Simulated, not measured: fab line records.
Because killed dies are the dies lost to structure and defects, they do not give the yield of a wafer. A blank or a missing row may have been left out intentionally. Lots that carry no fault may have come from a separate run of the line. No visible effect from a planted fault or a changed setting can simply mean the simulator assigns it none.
Comparing a struck lot with a sound one / flow nand harc / 14 out of 1302 route steps
Sound: wafers L628.1, L628.2, L628.3. Struck: wafer L633.1; the same lot's L633.2 was not struck, so it is left out; see the end for the cause.
At each step with rows: each side's tool, then ch and its chambers, then its first start. Under that, the readings that differ: sound wafers / struck wafers / difference of the means / sigmas: that difference in standard deviations of wafers without a fault.
alike: same words and numbers on both sides, and readings whose means sit less than 2 such deviations apart. not compared: any withheld reading, any reading some wafer has no value for, any bound like >300 that may hide the same value, and any number with overlapping values for which the record gives no deviation.
The two part at a step that has a row with sigmas, a row that says differs or no value, or rows on one side only. Numbers that don't overlap but have no deviation are shown without sigmas and don't part them. A reading missing from all wafers of one side parts the sides only when that side holds two or more wafers.

first, 7 steps without rows for these wafers: NHARC_A_CONTACT_COAT_62 (time 65 s); NHARC_A_CONTACT_COAT_63 (resist thk 90 nm); NHARC_A_CONTACT_SOFTBAKE_64 (time 55 s); NHARC_A_CONTACT_EBR_65; NHARC_A_CONTACT_EXPOSE_66 (exposes mask A CC 2); NHARC_A_CONTACT_PEB_67 (peb time 65 s); NHARC_A_CONTACT_DEVELOP_68 (develop time 35 s).
NHARC_A_CONTACT_CD_MEAS_69: target cd 300 nm.
  sound on cd sem-02 ch 0, day 25 06:23; struck on cd sem-01 ch 0, day 26 12:02
  alike: cd nm
NHARC_A_CONTACT_OVL_MEAS_70:
  sound on overlay-02 at day 25 06:28; struck on overlay-02 at day 26 12:07
reading=overlay x nm (nm); sound=0.5 0.3 0.2; struck=-2.4; difference=-2.7; sigmas=-3
  alike: overlay y nm
NHARC_A_CONTACT_INSPECT_71:
  sound on defect inspect-02 at day 25 06:31; struck on defect inspect-01 at day 26 12:09
reading=raw defect count; sound=26 35 30; struck=113; difference=+83; sigmas=+2
NHARC_A_CONTACT_DESCUM_74: chemistry O2, time 3 s.
  sound on rie diel-10 ch 0,1,3, day 25 06:34; struck on rie diel-10 ch 3, day 26 12:13
reading=rf hours counter h (h); sound=26 23 24; struck=1; difference=-23; sigmas=
  alike: drypump motor current A, oes product au, rf vpp V, showerhead plenum p Torr, throttle valve pct
NHARC_A_CONTACT_ETCH_75: etches the open film in CF4, target depth 39 nm, time 65 s.
  sound on rie diel-10 ch 0,2,3, day 25 06:40; struck on rie diel-10 ch 2, day 26 12:18
reading=rf hours counter h (h); sound=26 26 24; struck=1; difference=-24; sigmas=
  alike: drypump motor current A, oes product au, rf vpp V, showerhead plenum p Torr, throttle valve pct
NHARC_A_CONTACT_ETCH_76: etches the open film in N2/H2, target depth 260 nm, time 475.3 s.
  sound on rie diel-10 ch 1,2,3, day 25 06:45; struck on rie diel-10 ch 3, day 26 12:26
reading=oes product au (a.u.); sound=0.992 1.006 0.989; struck=0.822; difference=-0.174; sigmas=-17
reading=rf hours counter h (h); sound=26 23 26; struck=1; difference=-24; sigmas=
  alike: drypump motor current A, rf vpp V, showerhead plenum p Torr, throttle valve pct
NHARC_A_CONTACT_ETCH_77: etches the open film in CF4/CHF3, target depth 108.9 nm, time 54.5 s.
  sound on rie diel-10 ch 1,2,3; struck on rie diel-10 ch 0
reading=oes product au (a.u.); sound=0.912 0.909 0.912; struck=0.987; difference=+0.076; sigmas=+3
reading=rf hours counter h (h); sound=26 27 23; struck=2; difference=-23; sigmas=
reading=throttle valve pct (%); sound=16.800 16.817 16.791; struck=16.783; difference=-0.020; sigmas=-2
  alike: drypump motor current A, rf vpp V, showerhead plenum p Torr

## WHERE THEY PART
Last at NHARC_A_CONTACT_ETCH_77 as far as this record goes, first at NHARC_A_CONTACT_OVL_MEAS_70.

WHY: what the simulator had put in
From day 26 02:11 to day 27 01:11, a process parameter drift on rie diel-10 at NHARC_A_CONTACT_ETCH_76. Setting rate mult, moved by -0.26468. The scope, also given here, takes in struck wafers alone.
